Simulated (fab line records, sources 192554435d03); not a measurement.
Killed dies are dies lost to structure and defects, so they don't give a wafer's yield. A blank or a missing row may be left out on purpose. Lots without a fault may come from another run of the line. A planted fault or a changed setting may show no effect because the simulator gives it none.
Split-lot experiment | flow n5_finfet | 7 lots, 39 wafers read, on a route of 1938 steps

THE SPLIT
At N5_BEOL_M8_ILD_DEP_00 (deposits SiCOH lowk from DEMS/porogen, target thk 179.75 nm, time 33.4 s), the setting target_thk_a was moved away from the recipe's 1797.5 angstrom on 18 of the 39 wafers read, by -57.9% to +31.0%. The other wafers ran this setting at the recipe's value.

FROM THE SPLIT TO THE READING: what the file shows between them, 1 step
- N5_BEOL_M8_CURE_74: cures SiCOH lowk, time 240 s

THE READING
M8_ILD_THK, in nm, at N5_BEOL_M8_THK_MEAS_01. Fault-free wafers of this fab line usually give 154.3 nm, standard deviation 2 nm.

wafer  | tool, chamber at the split | target_thk_a as run, angstrom | against the recipe | M8_ILD_THK, nm | against lot-mates on the recipe
L074.1 | pecvd-03, 1                | 2354                          | +31.0%             | 202.3          | +46.6
L074.2 | pecvd-03, 2                | 2354                          | +31.0%             | 201.5          | +45.8
L074.3 | pecvd-03, 1                | 1797.5                        | recipe             | 156.2          | -
L074.4 | pecvd-03, 2                | 1797.5                        | recipe             | 153.6          | -
L074.5 | pecvd-03, 1                | 1797.5                        | recipe             | 157.2          | -
L074.6 | pecvd-03, 2                | 2354                          | +31.0%             | 204.4          | +48.7
L076.1 | pecvd-02, 1                | 757.2                         | -57.9%             | 62.1           | -91.3
L076.2 | pecvd-02, 0,1              | 1797.5                        | recipe             | 153.8          | -
L076.3 | pecvd-02, 0                | 757.2                         | -57.9%             | 66.2           | -87.2
L076.4 | pecvd-02, 1                | 1797.5                        | recipe             | 152.6          | -
L076.5 | pecvd-02, 0,1              | 1797.5                        | recipe             | 153.9          | -
L076.6 | pecvd-02, 0                | 757.2                         | -57.9%             | 64.6           | -88.8
L081.1 | pecvd-01, 2                | 1797.5                        | recipe             | 154.7          | -
L081.2 | pecvd-01, 0                | 1349                          | -25.0%             | 116.9          | -38.9
L081.3 | pecvd-01, 1                | 1349                          | -25.0%             | 115.1          | -40.7
L081.4 | pecvd-01, 1                | 1797.5                        | recipe             | 156.6          | -
L081.5 | pecvd-01, 0                | 1349                          | -25.0%             | 117.3          | -38.5
L081.6 | pecvd-01, 2                | 1797.5                        | recipe             | 156.2          | -
L086.1 | pecvd-02, 2                | 1357                          | -24.5%             | 112.2          | -40.2
L086.2 | pecvd-02, 1                | 1797.5                        | recipe             | 150.0          | -
L086.3 | pecvd-02, 0                | 1357                          | -24.5%             | 114.3          | -38.1
L086.4 | pecvd-02, 2                | 1797.5                        | recipe             | 153.5          | -
L086.5 | pecvd-02, 0                | 1357                          | -24.5%             | 117.6          | -34.8
L086.6 | pecvd-02, 1                | 1797.5                        | recipe             | 153.8          | -
L087.1 | pecvd-01, 0                | 2324                          | +29.3%             | 200.8          | +45.2
L087.2 | pecvd-01, 1                | 2324                          | +29.3%             | 199.7          | +44.1
L087.3 | pecvd-01, 2,1              | 1797.5                        | recipe             | 155.4          | -
L087.4 | pecvd-01, 0                | 2324                          | +29.3%             | 203.2          | +47.6
L087.5 | pecvd-01, 2,1              | 1797.5                        | recipe             | 155.4          | -
L087.6 | pecvd-01, 2                | 1797.5                        | recipe             | 155.9          | -
L089.1 | pecvd-01, 0                | 1797.5                        | recipe             | 153.3          | -
L089.4 | pecvd-01, 0                | 1797.5                        | recipe             | 158.0          | -
L089.6 | pecvd-01, 1                | 1797.5                        | recipe             | 156.5          | -
L092.1 | pecvd-03, 0                | 1173                          | -34.7%             | 102.7          | -53.9
L092.2 | pecvd-03, 2                | 1173                          | -34.7%             | 102.0          | -54.6
L092.3 | pecvd-03, 1                | 1797.5                        | recipe             | 154.1          | -
L092.4 | pecvd-03, 1                | 1797.5                        | recipe             | 158.8          | -
L092.5 | pecvd-03, 2                | 1797.5                        | recipe             | 156.8          | -
L092.6 | pecvd-03, 0                | 1173                          | -34.7%             | 102.2          | -54.4
Where a row lists several chambers, the file gives one row for several wafers and doesn't say which wafer went through which chamber.

THE FIT
A straight line over all 39 wafers: M8_ILD_THK changes by +1.56 nm for each +1% of target_thk_a; r = +1.00; the points scatter about the line by 2 nm.
The same after taking each lot's own level away (the mean of its wafers on the recipe; 39 wafers): +1.55 nm for each +1%; r = +1.00; scatter 1.5 nm.
On that fit, the largest move of target_thk_a shifts the reading by 89 nm.
The lots' own levels span 152.43 to 156.57 nm, that is 2.1 times the standard deviation above.
So the lot-to-lot level changes the slope little: the two slopes agree.
Check: with one of the wafers moved furthest among these (-57.9%) left out of the fit, the line predicts -89.2 nm for it against its lot-mates. It came out at -91.3 nm against them.

OTHER SPLITS ON THESE WAFERS
These wafers also went through other splits before the reading. Each is held against what the fit with the lots' levels taken away leaves over:
other split on the same wafers           | wafers away from the commonest value | r with M8_ILD_THK (lot level and that fit taken away)
N5_BEOL_M7_TRENCH_ETCH_37 target_depth_a | 15                                   | +0.25

THE WHOLE CHAIN: every reading that the file lists as answering this split, in the file's order
step                   | what it does                                                             | reading                                                                                  | change (the file's fit)              | r (the file's)
N5_BEOL_M8_ILD_DEP_00  | deposits SiCOH lowk from DEMS/porogen, target thk 179.75 nm, time 33.4 s | SiCOH_lowk_of_BEOL_M8_ILD_DEP_00.thk_nm (the simulator's own value, which no gauge read) | +1.78 nm for each +1% of the setting | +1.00
N5_BEOL_M8_CURE_74     | cures SiCOH lowk, time 240 s                                             | SiCOH_lowk_of_BEOL_M8_ILD_DEP_00.thk_nm (the simulator's own value, which no gauge read) | +1.55 nm for each +1% of the setting | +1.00
N5_BEOL_M8_THK_MEAS_01 |                                                                          | M8_ILD_THK                                                                               | +1.55 for each +1% of the setting    | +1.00

THE FILE'S OWN FIT
M8_ILD_THK changes by +1.55 nm for each +1% of target_thk_a, r = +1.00.
